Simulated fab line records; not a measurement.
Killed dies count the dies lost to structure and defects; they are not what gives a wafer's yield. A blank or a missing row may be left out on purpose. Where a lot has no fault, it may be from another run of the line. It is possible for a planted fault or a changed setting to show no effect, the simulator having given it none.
Chamber matching || flow n5 finfet || N5_GATE_CUT_ALD_22 on ald sin-02: 4 sister chambers
The step deposits SiNx, target thk 16 nm, pulse time 1 s, ald cycles 320. 8 wafers are shown with their chamber, then 10 later ones without.

WAFERS WITH THEIR CHAMBER
{"wafer": "L083.6", "chamber": 2, "heater power w (W)": 901, "precursor pulse height rel": 0.997}
{"wafer": "L084.2", "chamber": 2, "heater power w (W)": 931, "precursor pulse height rel": 1.040}
{"wafer": "L084.3", "chamber": 3, "heater power w (W)": 930, "precursor pulse height rel": 0.991}
{"wafer": "L085.2", "chamber": 3, "heater power w (W)": 955, "precursor pulse height rel": 1.000}
{"wafer": "L085.3", "chamber": 1, "heater power w (W)": 839, "precursor pulse height rel": 0.982}
{"wafer": "L085.4", "chamber": 0, "heater power w (W)": 980, "precursor pulse height rel": 1.030}
{"wafer": "L091.1", "chamber": 0, "heater power w (W)": 971, "precursor pulse height rel": 0.971}
{"wafer": "L091.2", "chamber": 1, "heater power w (W)": 827, "precursor pulse height rel": 1.021}

WAFERS WITH NO CHAMBER GIVEN
{"wafer": "L091.3", "heater power w (W)": 947, "precursor pulse height rel": 1.011}
{"wafer": "L092.1", "heater power w (W)": 978, "precursor pulse height rel": 0.992}
{"wafer": "L092.4", "heater power w (W)": 902, "precursor pulse height rel": 1.015}
{"wafer": "L092.6", "heater power w (W)": 965, "precursor pulse height rel": 0.997}
{"wafer": "L095.3", "heater power w (W)": 958, "precursor pulse height rel": 1.038}
{"wafer": "L095.5", "heater power w (W)": 962, "precursor pulse height rel": 1.021}
{"wafer": "L095.6", "heater power w (W)": 945, "precursor pulse height rel": 0.977}
{"wafer": "L097.2", "heater power w (W)": 974, "precursor pulse height rel": 1.034}
{"wafer": "L097.3", "heater power w (W)": 950, "precursor pulse height rel": 1.003}
{"wafer": "L097.5", "heater power w (W)": 989, "precursor pulse height rel": 1.015}

WHICH CHAMBER EACH ONE RAN IN
{"wafer": "L091.3", "from the rows above": "can't be placed: 3 or 0 or 2", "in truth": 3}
{"wafer": "L092.1", "from the rows above": 0, "in truth": 0}
{"wafer": "L092.4", "from the rows above": "can't be placed: 2 or 3", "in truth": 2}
{"wafer": "L092.6", "from the rows above": "can't be placed: 0 or 3", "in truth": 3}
{"wafer": "L095.3", "from the rows above": "can't be placed: 0 or 3 or 2", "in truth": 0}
{"wafer": "L095.5", "from the rows above": "can't be placed: 0 or 3 or 2", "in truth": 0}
{"wafer": "L095.6", "from the rows above": "can't be placed: 3 or 0 or 2", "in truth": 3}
{"wafer": "L097.2", "from the rows above": "can't be placed: 0 or 3", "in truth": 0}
{"wafer": "L097.3", "from the rows above": "can't be placed: 3 or 0 or 2", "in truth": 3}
{"wafer": "L097.5", "from the rows above": 0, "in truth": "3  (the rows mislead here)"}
1 of 10 placed correctly. Cannot be placed on the basis of these rows: 8; the candidates contain the true chamber in 8. Wrongly placed: 1.
How it was worked out, from the rows above alone: a wafer's distance from a chamber is the root of the sum, over the readings, of the square of ((its reading less the chamber's mean) divided by the reading's scatter). If the next closest chamber is less than 2 further off than the closest, the wafer can't be placed; otherwise it belongs to the closest. For every chamber, the mean is computed from those of its wafers that are shown. The scatter: the root of (the sum of the squares of (reading less its chamber's mean) over the shown wafers, divided by (wafers less chambers)).
